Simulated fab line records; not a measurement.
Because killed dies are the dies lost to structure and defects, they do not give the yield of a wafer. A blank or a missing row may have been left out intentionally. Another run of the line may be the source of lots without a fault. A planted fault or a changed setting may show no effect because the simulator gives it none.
Chamber matching    flow nandHarc    NHARC_A_STAIRCASE_DESCUM_270 on rieDiel-12: 4 sister chambers
The step chemistry O2, time 3 s. 8 wafers are shown with their chamber, then 9 later ones without.

WAFERS WITH THEIR CHAMBER
wafer   chamber  showerheadPlenumPTorr (Torr)  rfVppV (V)
L076.1  3        2.03                          59.1
L083.2  2        1.82                          56.7
L089.1  3        2.01                          57.4
L089.3  1        1.88                          57.0
L089.4  0        2.07                          57.5
L088.3  2        1.81                          55.6
L088.4  1        1.88                          58.1
L088.6  0        2.07                          59.2

WAFERS WHOSE CHAMBER IS MISSING
wafer   showerheadPlenumPTorr (Torr)  rfVppV (V)
L095.1  1.81                          56.1
L095.4  1.87                          55.7
L095.5  2.01                          57.5
L094.2  2.01                          58.4
L094.5  2.06                          58.0
L094.6  2.01                          57.0
L096.1  1.81                          57.2
L096.5  2.06                          58.9
L096.6  1.87                          56.8

THE CHAMBER EACH PASSED THROUGH
wafer   from the rows above  in truth
L095.1  2                    2
L095.4  1                    1
L095.5  3                    3
L094.2  3                    3
L094.5  0                    0
L094.6  3                    3
L096.1  2                    2
L096.5  0                    0
L096.6  1                    1
Placed correctly: 9 of 9. Can't be placed from these rows: 0. 0 placed wrongly.
How it was worked out, from the rows above alone: a wafer's distance from a chamber is the root of the sum, over the readings, of the square of ((its reading less the chamber's mean) divided by the reading's scatter). The wafer belongs to the nearest chamber; if the next one is less than 2 further off, it can't be placed. A chamber's mean is the mean of its shown wafers. The scatter: take each reading less its chamber's mean, square it, sum over the shown wafers, divide by the number of wafers less the number of chambers, and take the root.
